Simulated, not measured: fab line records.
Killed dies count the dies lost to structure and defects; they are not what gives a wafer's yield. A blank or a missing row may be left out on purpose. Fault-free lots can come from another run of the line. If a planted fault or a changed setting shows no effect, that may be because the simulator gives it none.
fab line records    flow n5_finfet
[record] lots = 10  wafers = 27  last_day = 16
route steps=1938 shown FIN_SAQP@126 FIN_CUT@165 PASSIVATION@1936
lots that met no fault: from a run of the same line without faults
start_h: hours from the record's first day to the start of the lot's first wafer shown    wait_h: hours elapsed since this lot's preceding step    " the same as in the row above    L1.1+2: several wafers, shown together as one row    - no value present, or no start provided    * or withheld: withheld    < > ~ a bound
route shown NAME@n: a module of which the file shows steps, and the number in the route of the first    usual: the fault-free wafers' mean and standard deviation    same: alike in all rows    chamber/n: place in a boat    sites: per-site readings    _std_site: standard deviation of those values    _edge_site: inner sites' mean taken away from outer sites' mean    radius_mm: for every site, how far away it sits from the centre of the wafer    mask NAME#n: copy n    behind: the last tool/chamber to shape the wafer    hold: why the lot was held/for how many hours/how that ended    device: names the non-switching transistor (n, p or np)    end of line: the same wafers' tests at the end of the route    for a step that has no rows: nothing shown but its recipe    killed: the dies lost at the first sort to structure and to defects; this is not the yield of the wafer    map: dies across one wafer; x = killed, . = not, _ = none there
set.NAME: the run value of the setting; set.NAME@STEP: its run value at that earlier step    model.NAME: the simulator's own value behind a step, which no gauge read
the route's steps for a sample of lots (tables are steps, rows are wafers)
services: from which hour (start_h, from the record's first day; less than 0 if before it) a tool's chamber was out of use, for how many hours, and why
[[steps]]
[step N5_FIN_SAQP_SPACER1_ETCHBACK_25]
[recipe] chemistry = CHF3/O2  mode = anisotropic_etchback  target = SiO2  target_depth_a = 244  time_s = 12.2  pressure_mtorr = 30  source_w = 650  bias_w = 170  Ar_flow_sccm = 200  CHF3_flow_sccm = 50  O2_flow_sccm = 5  ion_energy_ev = 200
[usual] drypump_motor_current_A = 5.7/0.38  oes_product_au = 0.77/0.085  rf_fwd_power_W = 645.4/1.9  rf_vpp_V = 520/7.5  showerhead_plenum_p_Torr = 2.42/0.068  throttle_valve_pct = 19.10/0.24
lot.wafer  tool         chamber  start_h  wait_h  drypump_motor_current_A  oes_product_au  rf_fwd_power_W  rf_hours_counter_h  rf_vpp_V  showerhead_plenum_p_Torr  throttle_valve_pct
L948.2     rie_diel-06  1        35.64    0.4     6.1                      0.71            645.9           217                 519       2.49                      19.25
L948.6     "            1        "        "       6.1                      0.71            646.5           -                   520       2.49                      19.25
L949.2     rie_diel-02  0        42.72    0.4     5.3                      0.65            644.3           249                 527       2.48                      19.42
L949.5     "            2        "        "       5.0                      0.75            645.8           -                   517       2.42                      18.94
L949.6     "            3        "        "       5.8                      0.93            644.5           -                   517       2.56                      18.75
L950.1     rie_diel-06  0        47.89    0.5     5.9                      0.70            645.1           220                 517       2.48                      19.00
L950.3     "            1        "        "       6.1                      0.70            644.2           222                 520       2.49                      19.25
L950.6     "            0        "        "       5.9                      0.70            641.9           -                   515       2.48                      18.99
L954.2     rie_diel-04  1        71.77    0.4     5.4                      0.96            648.1           16                  527       2.45                      18.84
L954.4     "            2        "        "       6.3                      0.76            645.2           147                 523       2.31                      18.81
L955.4     rie_diel-04  1        77.51    0.4     5.4                      0.95            645.0           18                  527       2.45                      18.84
L955.5     "            3        "        "       5.7                      0.75            643.1           -                   533       2.42                      19.19
L955.6     "            0        "        "       6.1                      0.82            644.5           -                   526       2.35                      18.86
L956.3     rie_diel-04  2        84.20    0.4     6.4                      0.75            645.3           150                 524       2.31                      18.81
L956.4     "            1        "        "       5.4                      0.94            644.5           20                  527       2.45                      18.83
L956.5     "            0        "        "       6.1                      0.81            645.3           -                   523       2.35                      18.86
L962.1     rie_diel-06  2        119.38   0.4     5.3                      0.74            648.8           186                 518       2.33                      19.23
L962.4     "            2        "        "       5.3                      0.74            644.3           -                   517       2.33                      19.21
L962.6     "            0        "        "       5.9                      0.68            646.2           -                   517       2.46                      19.04
L963.1     rie_diel-02  0        125.52   0.4     5.3                      0.92            650.1           23                  525       2.47                      19.14
L963.3     "            3        "        "       5.8                      0.87            645.5           37                  516       2.55                      18.80
L963.4     "            2        "        "       5.0                      0.73            646.8           180                 518       2.41                      18.99
L965.1     rie_diel-04  1        138.18   0.4     5.4                      0.91            644.7           41                  528       2.44                      18.86
L965.5     "            2        "        "       6.4                      0.73            645.6           -                   522       2.31                      18.85
L965.6     "            3        "        "       5.7                      0.74            644.8           -                   533       2.41                      19.23
L967.2     rie_diel-06  0        150.04   0.4     5.9                      0.67            646.5           265                 517       2.46                      19.07
L967.4     "            0        "        "       5.9                      0.67            647.1           -                   516       2.46                      19.06
[step N5_FIN_SAQP_ETCH_69]
[recipe] chemistry = N2/H2  target = SOC  target_depth_a = 1500  stop_on = SiNx  ion_energy_ev = 100  bias_w = 61  pressure_mtorr = 30  source_w = 850  n2_flow_sccm = 200  h2_flow_sccm = 200
[usual] drypump_motor_current_A = 5.6/0.39  n2_flow_sccm = 199.9/0.53  oes_product_au = 0.76/0.077  rf_fwd_power_W = 844/3  rf_vpp_V = 241.0/1.4  showerhead_plenum_p_Torr = 2.56/0.082  throttle_valve_pct = 17.95/0.18
lot.wafer  tool         chamber  start_h  wait_h  drypump_motor_current_A  n2_flow_sccm  oes_product_au  rf_fwd_power_W  rf_hours_counter_h  rf_vpp_V  showerhead_plenum_p_Torr  throttle_valve_pct
L948.2     rie_diel-06  1        36.68    -       6.1                      200.4         0.72            847             218                 241.3     2.61                      18.05
L948.6     "            1        "        "       6.1                      200.8         0.71            843             -                   240.9     2.61                      18.02
L949.2     rie_diel-02  2        43.65    -       5.0                      200.8         0.75            838             148                 241.2     2.53                      17.80
L949.5     "            1        "        "       5.5                      199.8         0.74            844             -                   241.8     2.65                      17.99
L949.6     "            2        "        "       5.0                      200.8         0.75            842             -                   239.8     2.54                      17.81
L950.1     rie_diel-02  3        48.81    -       5.7                      198.9         0.92            846             12                  243.5     2.70                      17.66
L950.3     "            1        "        "       5.6                      199.6         0.74            850             157                 241.1     2.65                      18.00
L950.6     "            1        "        "       5.6                      201.2         0.74            849             -                   240.9     2.65                      18.00
L954.2     rie_diel-06  0        72.69    -       6.0                      199.4         0.68            844             230                 242.3     2.60                      17.89
L954.4     "            1        "        "       6.1                      200.6         0.70            844             232                 240.6     2.60                      18.05
L955.4     rie_diel-06  2        78.43    -       5.3                      200.6         0.74            843             178                 238.6     2.42                      18.01
L955.5     "            1        "        "       6.1                      200.1         0.70            844             -                   241.2     2.60                      18.04
L955.6     "            2        "        "       5.3                      200.8         0.74            843             -                   238.8     2.42                      18.02
L956.3     rie_diel-04  1        85.20    -       5.4                      199.4         0.93            850             21                  240.6     2.59                      17.81
L956.4     "            0        "        "       6.2                      199.8         0.81            836             72                  239.4     2.46                      17.59
L956.5     "            2        "        "       6.4                      200.4         0.75            845             -                   239.0     2.45                      17.77
L962.1     rie_diel-04  0        120.32   -       6.2                      199.7         0.79            846             87                  240.4     2.45                      17.63
L962.4     "            1        "        "       5.4                      199.8         0.90            845             35                  240.8     2.59                      17.83
L962.6     "            3        "        "       5.7                      199.3         0.73            843             -                   241.6     2.53                      18.06
L963.1     rie_diel-06  3        126.44   -       5.9                      200.1         0.68            843             226                 238.7     2.51                      18.36
L963.3     "            0        "        "       5.9                      200.3         0.67            842             255                 240.3     2.59                      17.91
L963.4     "            3        "        "       5.9                      199.8         0.70            842             -                   241.4     2.51                      18.33
L965.1     rie_diel-06  2        139.10   -       5.3                      199.8         0.73            846             193                 237.6     2.42                      18.04
L965.5     "            0        "        "       6.0                      199.7         0.66            841             -                   243.5     2.58                      17.93
L965.6     "            3        "        "       5.9                      201.0         0.68            841             -                   241.2     2.51                      18.36
L967.2     rie_diel-02  3        150.96   -       5.8                      199.3         0.86            838             44                  243.4     2.69                      17.71
L967.4     "            2        "        "       5.0                      200.1         0.71            846             189                 239.8     2.52                      17.86
[step N5_FIN_SAQP_ETCH_67]
[recipe] chemistry = CH3F/O2  target = SiNx  target_depth_a = 300  mask_material = SOC  pressure_mtorr = 30  source_w = 395  bias_w = 73  Ar_flow_sccm = 150  CH3F_flow_sccm = 30  O2_flow_sccm = 20  ion_energy_ev = 120
[usual] drypump_motor_current_A = 5.6/0.38  oes_product_au = 0.77/0.079  rf_fwd_power_W = 390.7/1.6  rf_vpp_V = 294/4.5  showerhead_plenum_p_Torr = 2.03/0.06  throttle_valve_pct = 16.55/0.22
lot.wafer  tool         chamber  start_h  wait_h  drypump_motor_current_A  oes_product_au  rf_fwd_power_W  rf_hours_counter_h  rf_vpp_V  showerhead_plenum_p_Torr  throttle_valve_pct
L948.2     rie_diel-06  1        36.74    0.0     6.1                      0.71            390.0           218                 294       2.07                      16.70
L948.6     "            1        "        "       6.1                      0.72            390.4           -                   294       2.07                      16.70
L949.2     rie_diel-02  2        43.71    0.0     5.0                      0.75            392.8           148                 294       2.01                      16.42
L949.5     "            1        "        "       5.5                      0.75            392.9           -                   285       2.09                      16.59
L949.6     "            2        "        "       5.0                      0.76            392.0           -                   294       2.01                      16.42
L950.1     rie_diel-02  3        48.87    0.0     5.8                      0.92            390.1           12                  292       2.12                      16.17
L950.3     "            1        "        "       5.6                      0.74            394.6           157                 283       2.09                      16.59
L950.6     "            1        "        "       5.6                      0.74            392.8           -                   286       2.09                      16.61
L954.2     rie_diel-06  0        72.75    0.0     5.9                      0.70            389.1           230                 293       2.05                      16.47
L954.4     "            1        "        "       6.1                      0.71            392.2           232                 295       2.07                      16.75
L955.4     rie_diel-06  2        78.49    0.0     5.3                      0.75            391.6           178                 295       1.93                      16.67
L955.5     "            1        "        "       6.0                      0.71            392.0           -                   294       2.07                      16.76
L955.6     "            2        "        "       5.3                      0.75            391.6           -                   293       1.93                      16.66
L956.3     rie_diel-04  1        85.26    0.0     5.4                      0.95            389.7           21                  300       2.03                      16.22
L956.4     "            0        "        "       6.2                      0.82            391.5           72                  298       1.95                      16.34
L956.5     "            2        "        "       6.4                      0.76            390.9           -                   296       1.92                      16.29
L962.1     rie_diel-04  0        120.38   0.0     6.1                      0.81            389.3           88                  298       1.95                      16.36
L962.4     "            1        "        "       5.4                      0.92            389.9           35                  299       2.03                      16.25
L962.6     "            3        "        "       5.6                      0.75            388.3           -                   302       2.00                      16.65
L963.1     rie_diel-06  3        126.50   0.0     5.9                      0.70            388.1           226                 297       1.99                      17.03
L963.3     "            0        "        "       6.0                      0.67            390.7           255                 292       2.05                      16.54
L963.4     "            3        "        "       5.9                      0.70            388.4           -                   296       1.99                      17.02
L965.1     rie_diel-06  2        139.16   0.0     5.3                      0.74            393.2           193                 293       1.93                      16.68
L965.5     "            0        "        "       6.0                      0.68            391.7           -                   293       2.04                      16.55
L965.6     "            3        "        "       5.9                      0.69            387.6           -                   298       1.98                      17.04
L967.2     rie_diel-02  3        151.02   0.0     5.8                      0.86            387.9           44                  294       2.11                      16.21
L967.4     "            2        "        "       5.0                      0.71            391.7           189                 293       2.00                      16.48
[step N5_FIN_SAQP_ETCH_64]
[recipe] chemistry = CF4  target = SiO2  target_depth_a = 15  ion_energy_ev = 350  pressure_mtorr = 10  icp_w = 800  bias_w = 400  cf4_flow_sccm = 80
[usual] cf4_flow_sccm = 79.96/0.24  drypump_motor_current_A = 6.0/0.47  oes_product_au = 1.012/0.021  rf_fwd_power_W = 782/4.6  throttle_valve_pct = 21.82/0.21
lot.wafer  tool       chamber  start_h  wait_h  cf4_flow_sccm  drypump_motor_current_A  oes_product_au  rf_fwd_power_W  rf_hours_counter_h  throttle_valve_pct
L948.2     rie_si-05  3        37.82    0.0     79.96          5.7                      0.990           785             69                  21.56
L948.6     "          0        "        "       80.39          5.7                      1.003           781             -                   21.99
L949.2     rie_si-05  0        44.79    0.0     80.29          5.8                      1.005           779             63                  22.01
L949.5     "          2        "        "       79.95          6.4                      1.036           778             -                   21.65
L949.6     "          1        "        "       79.90          5.4                      1.049           778             -                   22.13
L950.1     rie_si-04  2        49.95    0.0     80.09          6.0                      0.976           790             149                 21.95
L950.3     "          0        "        "       80.18          6.8                      1.006           783             82                  21.58
L950.6     "          1        "        "       80.00          6.8                      1.029           778             -                   21.60
L954.2     rie_si-04  2        73.85    0.0     79.71          6.0                      0.975           789             149                 21.93
L954.4     "          0        "        "       79.69          6.7                      0.981           781             83                  21.59
L955.4     rie_si-04  1        79.70    0.0     80.10          6.8                      1.022           782             106                 21.58
L955.5     "          2        "        "       80.03          6.0                      0.985           788             -                   21.96
L955.6     "          3        "        "       79.91          5.8                      1.011           791             -                   21.92
L956.3     rie_si-03  2        86.37    0.0     80.10          5.7                      1.007           776             125                 21.76
L956.4     "          0        "        "       79.94          5.5                      1.043           788             177                 21.54
L956.5     "          3        "        "       79.80          6.3                      0.994           778             -                   22.05
L962.1     rie_si-03  0        121.46   0.0     79.64          5.6                      1.021           787             178                 21.53
L962.4     "          1        "        "       80.23          6.7                      1.041           781             43                  21.95
L962.6     "          1        "        "       80.01          6.7                      1.051           780             -                   21.95
L963.1     rie_si-03  0        127.95   0.0     79.74          5.6                      1.032           789             178                 21.51
L963.3     "          2        "        "       79.79          5.6                      1.009           776             126                 21.75
L963.4     "          3        "        "       79.90          6.3                      0.986           787             167                 22.03
L965.1     rie_si-03  0        140.42   0.1     79.92          5.5                      1.033           788             178                 21.54
L965.5     "          3        "        "       79.55          6.3                      0.984           780             -                   22.03
L965.6     "          2        "        "       79.95          5.7                      1.006           780             -                   21.76
L967.2     rie_si-05  3        152.11   0.1     80.23          5.7                      0.986           784             71                  21.58
L967.4     "          0        "        "       79.47          5.8                      1.003           779             65                  21.96
[step N5_FIN_SAQP_INSPECT_40]
[recipe] inspect_instrument = brightfield  mode = aei
[usual] raw_defect_count = 235/58
lot.wafer  tool               chamber  start_h  wait_h  raw_defect_count
L948.2     defect_inspect-02  -        38.09    0.0     267
L948.6     "                  -        "        "       223
L949.2     defect_inspect-02  -        45.06    0.0     210
L949.5     "                  -        "        "       342
L949.6     "                  -        "        "       242
L950.1     defect_inspect-01  -        50.22    0.0     159
L950.3     "                  -        "        "       169
L950.6     "                  -        "        "       234
L954.2     defect_inspect-02  -        74.12    0.0     314
L954.4     "                  -        "        "       371
L955.4     defect_inspect-01  -        79.97    0.0     151
L955.5     "                  -        "        "       235
L955.6     "                  -        "        "       246
L956.3     defect_inspect-02  -        86.64    0.0     291
L956.4     "                  -        "        "       201
L956.5     "                  -        "        "       236
L962.1     defect_inspect-01  -        121.73   0.0     164
L962.4     "                  -        "        "       128
L962.6     "                  -        "        "       134
L963.1     defect_inspect-01  -        128.22   0.0     530
L963.3     "                  -        "        "       558
L963.4     "                  -        "        "       481
L965.1     defect_inspect-01  -        140.69   0.0     476
L965.5     "                  -        "        "       501
L965.6     "                  -        "        "       606
L967.2     defect_inspect-01  -        152.38   0.0     276
L967.4     "                  -        "        "       309
[step N5_FIN_CUT_INSPECT_10]
[recipe] mode = adi  inspect_instrument = brightfield
[usual] raw_defect_count = 43/11
lot.wafer  tool               chamber  start_h  wait_h  raw_defect_count
L948.2     defect_inspect-02  -        38.61    0.0     40
L948.6     "                  -        "        "       35
L949.2     defect_inspect-01  -        45.57    0.0     47
L949.5     "                  -        "        "       62
L949.6     "                  -        "        "       39
L950.1     defect_inspect-02  -        50.61    0.1     40
L950.3     "                  -        "        "       31
L950.6     "                  -        "        "       47
L954.2     defect_inspect-01  -        74.63    0.0     56
L954.4     "                  -        "        "       73
L955.4     defect_inspect-02  -        80.38    0.0     32
L955.5     "                  -        "        "       40
L955.6     "                  -        "        "       55
L956.3     defect_inspect-02  -        87.16    0.0     44
L956.4     "                  -        "        "       33
L956.5     "                  -        "        "       29
L962.1     defect_inspect-01  -        122.12   0.1     36
L962.4     "                  -        "        "       33
L962.6     "                  -        "        "       36
L963.1     defect_inspect-01  -        128.74   0.1     342
L963.3     "                  -        "        "       325
L963.4     "                  -        "        "       320
L965.1     defect_inspect-02  -        141.24   0.1     338
L965.5     "                  -        "        "       330
L965.6     "                  -        "        "       357
L967.2     defect_inspect-02  -        152.77   0.0     57
L967.4     "                  -        "        "       68
[step N5_FIN_CUT_INSPECT_17]
[recipe] inspect_instrument = brightfield  mode = aei
[usual] raw_defect_count = 236/57
lot.wafer  tool               chamber  start_h  wait_h  raw_defect_count
L948.2     defect_inspect-02  -        39.55    0.0     269
L948.6     "                  -        "        "       230
L949.2     defect_inspect-01  -        46.53    0.0     210
L949.5     "                  -        "        "       311
L949.6     "                  -        "        "       225
L950.1     defect_inspect-02  -        51.76    0.0     174
L950.3     "                  -        "        "       181
L950.6     "                  -        "        "       248
L954.2     defect_inspect-01  -        75.67    0.0     303
L954.4     "                  -        "        "       376
L955.4     defect_inspect-01  -        82.22    0.0     154
L955.5     "                  -        "        "       248
L955.6     "                  -        "        "       231
L956.3     defect_inspect-02  -        88.11    0.0     294
L956.4     "                  -        "        "       211
L956.5     "                  -        "        "       217
L962.1     defect_inspect-01  -        123.07   0.0     163
L962.4     "                  -        "        "       122
L962.6     "                  -        "        "       146
L963.1     defect_inspect-01  -        130.11   0.0     521
L963.3     "                  -        "        "       548
L963.4     "                  -        "        "       492
L965.1     defect_inspect-01  -        142.19   0.0     465
L965.5     "                  -        "        "       490
L965.6     "                  -        "        "       595
L967.2     defect_inspect-02  -        153.72   0.0     274
L967.4     "                  -        "        "       320
[step N5_PASSIVATION_PROBE_49]
[usual] defect_limited_yield = 91.5/1.5  killed_at_M0_to_M3 = 32/9.4  killed_at_M4_up = 12/5.1  killed_at_contacts = 11/7.4  killed_at_front_end = 41/11  killed_at_other = 3.4/2.5  killed_dies = 100/17  killed_open = 65/14  killed_short = 33/7  sort_bin_5_function = 4.9/0.96  sort_bin_6_memory = 3.1/0.7  sort_bin_8_speed = 0.00/0.01  sort_n_pass = 1080/17  sort_yield_pct = 91.5/1.5
[same] gross_dies = 1180  killed_at_back_side = 0  sort_bin_4_leakage[%] = 0
lot.wafer  tool       chamber  start_h  wait_h  defect_limited_yield[%]  killed_at_M0_to_M3  killed_at_M4_up  killed_at_contacts  killed_at_front_end  killed_at_other  killed_dies  killed_open  killed_short  sort_bin_5_function[%]  sort_bin_6_memory[%]  sort_bin_8_speed[%]  sort_n_pass  sort_yield_pct[%]
L962.1     prober-02  -        342.71   0.0     93.7                     18                  8                7                   40                   1                74           43           30            3.7                     2.4                   0                    1106         93.7
L962.4     prober-02  -        342.86   0.2     92.6                     29                  18               5                   34                   1                87           57           28            4.5                     2.6                   0                    1093         92.6
L962.6     prober-02  -        342.96   0.3     93.2                     22                  12               4                   41                   1                80           56           24            3.5                     2.8                   0                    1100         93.2
// killed by level:class
L962.1 BEOL_M2:geometric_particle:open=9 STARTING-WAFER:geometric_particle:short=7 GATE_CUT:geometric_particle:short=7 STI_FIN_REVEAL:geometric_particle:open=6 MOL_CONTACT_COAG:geometric_particle:open=5 DUMMY_GATE:geometric_particle:open=4 FIN_SAQP:geometric_particle:short=3 FIN_SAQP:geometric_particle:open=3
L962.4 GATE_CUT:geometric_particle:short=11 BEOL_M4:geometric_particle:open=11 BEOL_M2:geometric_particle:open=10 GATE_CUT:geometric_particle:open=7 BEOL_M0_SAQP:geometric_particle:open=6 STI_FIN_REVEAL:geometric_particle:open=5 MOL_CONTACT_COAG:geometric_particle:open=4 BEOL_M0_SAQP:geometric_particle:short=4
L962.6 BEOL_M2:geometric_particle:open=14 FIN_SAQP:geometric_particle:open=12 BEOL_M4:geometric_particle:open=6 FIN_SAQP:geometric_particle:short=4 DUMMY_GATE:geometric_particle:open=4 GATE_CUT:geometric_particle:short=4 BEOL_M7:geometric_particle:open=4 GATE_CUT:geometric_particle:open=3
[[services]]
tool         chamber  start_h  hours  kind
rie_diel-04  1        15.08    -      clean
rie_diel-04  1        15.08    -      consumable_replace:focus_ring
rie_diel-04  1        15.08    14.0   scheduled_down
rie_diel-04  1        15.08    14.0   vent_cycle
rie_si-05    -        26.19    0.8    repair
rie_diel-02  3        29.92    4.2    repair
rie_si-04    -        33.80    2.8    pm
rie_diel-04  0        35.51    9.4    repair
rie_diel-02  0        45.96    -      clean
rie_diel-02  0        45.96    -      consumable_replace:focus_ring
rie_diel-02  0        45.96    15.2   scheduled_down
rie_diel-02  0        45.96    15.2   vent_cycle
rie_diel-02  3        55.90    7.6    repair
rie_si-04    -        73.32    0.3    repair
rie_diel-02  0        75.70    2.6    repair
rie_diel-06  2        87.77    25.7   repair
rie_diel-06  1        88.98    2.9    repair
rie_diel-02  3        89.46    1.7    repair
rie_si-05    2        92.68    9.2    repair
rie_si-04    -        92.84    0.1    repair
rie_diel-06  1        102.88   93.9   repair
rie_diel-04  3        109.30   9.0    repair
rie_si-04    -        109.53   27.0   repair
rie_si-05    -        148.84   0.3    repair
[[key]]
[first_sign] step = N5_FIN_SAQP_INSPECT_40  reading = raw_defect_count  direction = up  sigmas = 5  usual = 235  struck = 525
[effect] step = N5_FIN_CUT_INSPECT_10  reading = raw_defect_count  direction = up  sigmas = 26  usual = 43  struck = 335
[effect] step = N5_FIN_CUT_INSPECT_17  reading = raw_defect_count  direction = up  sigmas = 4.9  usual = 236  struck = 518
met_at N5_FIN_SAQP_ETCH_64
struck_lots L963,L965
rows_end L963.1,L963.3,L963.4,L965.1,L965.5,L965.6
not_acting_at N5_FIN_SAQP_SPACER1_ETCHBACK_25,N5_FIN_SAQP_ETCH_69,N5_FIN_SAQP_ETCH_67
onset_between 121.46 127.95
[fault] kind = chamber_particle_source  tool = rie_si-03  chamber = -  onset_h = 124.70  steps = N5_FIN_SAQP_ETCH_64  rate_per_visit_cm2 = 0.44775  until_the_next_wet_clean = True
// rows_end: these wafers met a further fault down the route, and their rows from its step on are left out
